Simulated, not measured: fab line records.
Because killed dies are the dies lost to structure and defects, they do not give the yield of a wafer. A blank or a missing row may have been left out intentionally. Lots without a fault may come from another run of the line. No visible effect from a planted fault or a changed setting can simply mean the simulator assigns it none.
Split-lot experiment :: flow n5Finfet :: route with 1938 steps; 7 lots, 21 wafers read

ABOUT THE SPLIT
At N5_MOL_CONTACT_COAG_EXPOSE_37 (exposes mask VD, defocus 0 nm), the setting doseMj was moved away from the recipe's 62 on 10 of the 21 wafers read, by -5.8% to +7.1%. The other wafers ran this setting at the recipe's value.

FROM THE SPLIT TO THE READING: what the file shows between them, 2 steps
- N5_MOL_CONTACT_COAG_PEB_38: peb time 60 s
- N5_MOL_CONTACT_COAG_DEVELOP_39: develop time 30 s

THE READING
cdNm at N5_MOL_CONTACT_COAG_CD_MEAS_40, given in nm (cd target 25.1 nm). On this fab line, fault-free wafers typically give 25.06 nm with a standard deviation of 0.23 nm.

wafer: L085.1
tool, chamber at the split: euvScanner-01, 0
doseMj as run: 62
against the recipe: recipe
cdNm, nm: 24.89
against lot-mates on the recipe: -

wafer: L085.5
tool, chamber at the split: euvScanner-01, 0
doseMj as run: 62
against the recipe: recipe
cdNm, nm: 25.14
against lot-mates on the recipe: -

wafer: L085.6
tool, chamber at the split: euvScanner-01, 0
doseMj as run: 62
against the recipe: recipe
cdNm, nm: 25.27
against lot-mates on the recipe: -

wafer: L086.2
tool, chamber at the split: euvScanner-02, 0
doseMj as run: 66.42
against the recipe: +7.1%
cdNm, nm: 26.28
against lot-mates on the recipe: +1.22

wafer: L086.3
tool, chamber at the split: euvScanner-02, 0
doseMj as run: 62
against the recipe: recipe
cdNm, nm: 25.06
against lot-mates on the recipe: -

wafer: L086.6
tool, chamber at the split: euvScanner-02, 0
doseMj as run: 66.42
against the recipe: +7.1%
cdNm, nm: 26.56
against lot-mates on the recipe: +1.50

wafer: L087.1
tool, chamber at the split: euvScanner-02, 0
doseMj as run: 60.62
against the recipe: -2.2%
cdNm, nm: 24.88
against lot-mates on the recipe: -0.15

wafer: L087.4
tool, chamber at the split: euvScanner-02, 0
doseMj as run: 62
against the recipe: recipe
cdNm, nm: 25.03
against lot-mates on the recipe: -

wafer: L087.5
tool, chamber at the split: euvScanner-02, 0
doseMj as run: 60.62
against the recipe: -2.2%
cdNm, nm: 24.36
against lot-mates on the recipe: -0.67

wafer: L089.1
tool, chamber at the split: euvScanner-01, 0
doseMj as run: 64.39
against the recipe: +3.9%
cdNm, nm: 25.54
against lot-mates on the recipe: +0.74

wafer: L089.3
tool, chamber at the split: euvScanner-01, 0
doseMj as run: 64.39
against the recipe: +3.9%
cdNm, nm: 25.54
against lot-mates on the recipe: +0.74

wafer: L089.5
tool, chamber at the split: euvScanner-01, 0
doseMj as run: 62
against the recipe: recipe
cdNm, nm: 24.80
against lot-mates on the recipe: -

wafer: L093.1
tool, chamber at the split: euvScanner-01, 0
doseMj as run: 62
against the recipe: recipe
cdNm, nm: 24.81
against lot-mates on the recipe: -

wafer: L093.2
tool, chamber at the split: euvScanner-01, 0
doseMj as run: 63.53
against the recipe: +2.5%
cdNm, nm: 25.75
against lot-mates on the recipe: +0.94

wafer: L093.4
tool, chamber at the split: euvScanner-01, 0
doseMj as run: 63.53
against the recipe: +2.5%
cdNm, nm: 25.56
against lot-mates on the recipe: +0.75

wafer: L095.1
tool, chamber at the split: euvScanner-01, 0
doseMj as run: 62
against the recipe: recipe
cdNm, nm: 25.08
against lot-mates on the recipe: -

wafer: L095.2
tool, chamber at the split: euvScanner-01, 0
doseMj as run: 62
against the recipe: recipe
cdNm, nm: 25.39
against lot-mates on the recipe: -

wafer: L095.4
tool, chamber at the split: euvScanner-01, 0
doseMj as run: 62
against the recipe: recipe
cdNm, nm: 25.16
against lot-mates on the recipe: -

wafer: L096.1
tool, chamber at the split: euvScanner-01, 0
doseMj as run: 58.39
against the recipe: -5.8%
cdNm, nm: 23.64
against lot-mates on the recipe: -1.57

wafer: L096.3
tool, chamber at the split: euvScanner-01, 0
doseMj as run: 58.39
against the recipe: -5.8%
cdNm, nm: 23.76
against lot-mates on the recipe: -1.45

wafer: L096.4
tool, chamber at the split: euvScanner-01, 0
doseMj as run: 62
against the recipe: recipe
cdNm, nm: 25.21
against lot-mates on the recipe: -

THE FIT
A straight line over all 21 wafers: cdNm changes by +0.2 nm for each +1% of doseMj; r = +0.96; the points scatter about the line by 0.21 nm.
The same after taking each lot's own level away (the mean of its wafers on the recipe; 21 wafers): +0.221 nm for each +1%; r = +0.97; scatter 0.2 nm.
According to that fit, moving doseMj by its largest amount changes the reading by 1.6 nm.
Across the lots, their own levels run from 24.800 to 25.210 nm, a range of 1.8 times the standard deviation given above.
The two slopes agree, so the slope changes little with the lot-to-lot level.
Check: for one of the wafers moved furthest among these (+7.1%), held out of the fit, the line's prediction against its lot-mates is +1.67 nm. Against them it came out at +1.22 nm.

FILE'S OWN FIT
cdNm changes by +0.22 nm for each +1% of doseMj, r = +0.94.
